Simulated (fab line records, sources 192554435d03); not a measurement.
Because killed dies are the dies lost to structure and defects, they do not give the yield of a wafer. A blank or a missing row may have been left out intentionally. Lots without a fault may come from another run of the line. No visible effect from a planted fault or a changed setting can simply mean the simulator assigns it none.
Split-lot experiment || flow n5-finfet || route with 1938 steps; 7 lots, 21 wafers read

## THE SPLIT
At N5_BEOL_M7_ALD_77 (deposits TaN, target thk 2 nm, pulse time 2 s, purge time 3 s), the setting ald-cycles was moved away from the recipe's 40 on 8 of the 21 wafers read, by -15.0% to +15.0%. This setting was run at the recipe's value on the other wafers.

Reading taken at the split's own step.

## THE READING
TaN_of_BEOL_M7_ALD_77.thk-nm (the simulator's own value, which no gauge read), in nm, at N5_BEOL_M7_ALD_77 (deposits TaN, target thk 2 nm, pulse time 2 s, purge time 3 s). The file does not state a usual value for it.

{"wafer": "L079.1", "tool, chamber at the split": "ald-metal-01, 1,2", "ald-cycles as run": 40, "against the recipe": "recipe", "TaN_of_BEOL_M7_ALD_77.thk-nm, nm": 2, "against lot-mates on the recipe": "-"}
{"wafer": "L079.4", "tool, chamber at the split": "ald-metal-01, 1,2", "ald-cycles as run": 40, "against the recipe": "recipe", "TaN_of_BEOL_M7_ALD_77.thk-nm, nm": 2, "against lot-mates on the recipe": "-"}
{"wafer": "L079.3", "tool, chamber at the split": "ald-metal-01, 3", "ald-cycles as run": 46, "against the recipe": "+15.0%", "TaN_of_BEOL_M7_ALD_77.thk-nm, nm": 2.4, "against lot-mates on the recipe": "+0.4"}
{"wafer": "L078.1", "tool, chamber at the split": "ald-metal-01, 3,1,0", "ald-cycles as run": 40, "against the recipe": "recipe", "TaN_of_BEOL_M7_ALD_77.thk-nm, nm": 2, "against lot-mates on the recipe": "-"}
{"wafer": "L078.2", "tool, chamber at the split": "ald-metal-01, 3,1,0", "ald-cycles as run": 40, "against the recipe": "recipe", "TaN_of_BEOL_M7_ALD_77.thk-nm, nm": 2, "against lot-mates on the recipe": "-"}
{"wafer": "L078.3", "tool, chamber at the split": "ald-metal-01, 3,1,0", "ald-cycles as run": 40, "against the recipe": "recipe", "TaN_of_BEOL_M7_ALD_77.thk-nm, nm": 2, "against lot-mates on the recipe": "-"}
{"wafer": "L081.2", "tool, chamber at the split": "ald-metal-02, 3,2", "ald-cycles as run": 40, "against the recipe": "recipe", "TaN_of_BEOL_M7_ALD_77.thk-nm, nm": 2, "against lot-mates on the recipe": "-"}
{"wafer": "L081.6", "tool, chamber at the split": "ald-metal-02, 3,2", "ald-cycles as run": 40, "against the recipe": "recipe", "TaN_of_BEOL_M7_ALD_77.thk-nm, nm": 2, "against lot-mates on the recipe": "-"}
{"wafer": "L081.5", "tool, chamber at the split": "ald-metal-02, 3", "ald-cycles as run": 34, "against the recipe": "-15.0%", "TaN_of_BEOL_M7_ALD_77.thk-nm, nm": 1.6, "against lot-mates on the recipe": -0.4}
{"wafer": "L085.2", "tool, chamber at the split": "ald-metal-01, 0,1", "ald-cycles as run": 37, "against the recipe": "-7.5%", "TaN_of_BEOL_M7_ALD_77.thk-nm, nm": 1.8, "against lot-mates on the recipe": -0.2}
{"wafer": "L085.6", "tool, chamber at the split": "ald-metal-01, 0,1", "ald-cycles as run": 37, "against the recipe": "-7.5%", "TaN_of_BEOL_M7_ALD_77.thk-nm, nm": 1.8, "against lot-mates on the recipe": -0.2}
{"wafer": "L085.4", "tool, chamber at the split": "ald-metal-01, 3", "ald-cycles as run": 40, "against the recipe": "recipe", "TaN_of_BEOL_M7_ALD_77.thk-nm, nm": 2, "against lot-mates on the recipe": "-"}
{"wafer": "L087.1", "tool, chamber at the split": "ald-metal-03, 3,1", "ald-cycles as run": 45, "against the recipe": "+12.5%", "TaN_of_BEOL_M7_ALD_77.thk-nm, nm": 2.2, "against lot-mates on the recipe": "+0.2"}
{"wafer": "L087.4", "tool, chamber at the split": "ald-metal-03, 3,1", "ald-cycles as run": 45, "against the recipe": "+12.5%", "TaN_of_BEOL_M7_ALD_77.thk-nm, nm": 2.2, "against lot-mates on the recipe": "+0.2"}
{"wafer": "L087.2", "tool, chamber at the split": "ald-metal-03, 0", "ald-cycles as run": 40, "against the recipe": "recipe", "TaN_of_BEOL_M7_ALD_77.thk-nm, nm": 2, "against lot-mates on the recipe": "-"}
{"wafer": "L091.1", "tool, chamber at the split": "ald-metal-01, 0", "ald-cycles as run": 40, "against the recipe": "recipe", "TaN_of_BEOL_M7_ALD_77.thk-nm, nm": 2, "against lot-mates on the recipe": "-"}
{"wafer": "L091.2", "tool, chamber at the split": "ald-metal-01, 1,0", "ald-cycles as run": 43, "against the recipe": "+7.5%", "TaN_of_BEOL_M7_ALD_77.thk-nm, nm": 2.2, "against lot-mates on the recipe": "+0.2"}
{"wafer": "L091.4", "tool, chamber at the split": "ald-metal-01, 1,0", "ald-cycles as run": 43, "against the recipe": "+7.5%", "TaN_of_BEOL_M7_ALD_77.thk-nm, nm": 2.2, "against lot-mates on the recipe": "+0.2"}
{"wafer": "L097.1", "tool, chamber at the split": "ald-metal-02, 0,2,1", "ald-cycles as run": 40, "against the recipe": "recipe", "TaN_of_BEOL_M7_ALD_77.thk-nm, nm": 2, "against lot-mates on the recipe": "-"}
{"wafer": "L097.2", "tool, chamber at the split": "ald-metal-02, 0,2,1", "ald-cycles as run": 40, "against the recipe": "recipe", "TaN_of_BEOL_M7_ALD_77.thk-nm, nm": 2, "against lot-mates on the recipe": "-"}
{"wafer": "L097.4", "tool, chamber at the split": "ald-metal-02, 0,2,1", "ald-cycles as run": 40, "against the recipe": "recipe", "TaN_of_BEOL_M7_ALD_77.thk-nm, nm": 2, "against lot-mates on the recipe": "-"}
If several chambers appear in one row, that row covers several wafers at once and the file leaves open which wafer was in which chamber.

THE FIT
A straight line over all 21 wafers: TaN_of_BEOL_M7_ALD_77.thk-nm changes by +0.0235 nm for each +1% of ald-cycles; r = +0.98; the points scatter about the line by 0.035 nm.
The same after taking each lot's own level away (the mean of its wafers on the recipe; 21 wafers): +0.0235 nm for each +1%; r = +0.98; scatter 0.035 nm.
Per that fit: largest ald-cycles move, reading shift of 0.35 nm.
The lots' own levels span 2.00 to 2.00 nm.
Hence the lot-to-lot level has little effect on the slope; both slopes agree.
Check: for one of the wafers moved furthest among these (-15.0%), held out of the fit, the line's prediction against its lot-mates is -0.344 nm. It came out at -0.4 nm against them.

## OTHER SPLITS ON THESE WAFERS
Other splits were also applied to these wafers ahead of the reading. Each is held against what the fit with the lots' levels taken away leaves over:
{"other split on the same wafers": "N5_BEOL_M4_ILD_DEP_00 time-s", "wafers away from the commonest value": 6, "r with TaN_of_BEOL_M7_ALD_77.thk-nm (lot level and that fit taken away)": "+0.15"}
{"other split on the same wafers": "N5_BEOL_M4_TRENCH_ETCH_37 bias-w", "wafers away from the commonest value": 9, "r with TaN_of_BEOL_M7_ALD_77.thk-nm (lot level and that fit taken away)": -0.07}
{"other split on the same wafers": "N5_BEOL_M5_ILD_DEP_00 time-s", "wafers away from the commonest value": 6, "r with TaN_of_BEOL_M7_ALD_77.thk-nm (lot level and that fit taken away)": -0.45}
{"other split on the same wafers": "N5_BEOL_M7_ILD_DEP_00 time-s", "wafers away from the commonest value": 7, "r with TaN_of_BEOL_M7_ALD_77.thk-nm (lot level and that fit taken away)": -0.47}
{"other split on the same wafers": "N5_BEOL_M7_TRENCH_ETCH_37 bias-w", "wafers away from the commonest value": 8, "r with TaN_of_BEOL_M7_ALD_77.thk-nm (lot level and that fit taken away)": "+0.54"}

## FILE'S OWN FIT
TaN_of_BEOL_M7_ALD_77.thk-nm changes by +0.0243 nm for each +1% of ald-cycles, r = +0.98.
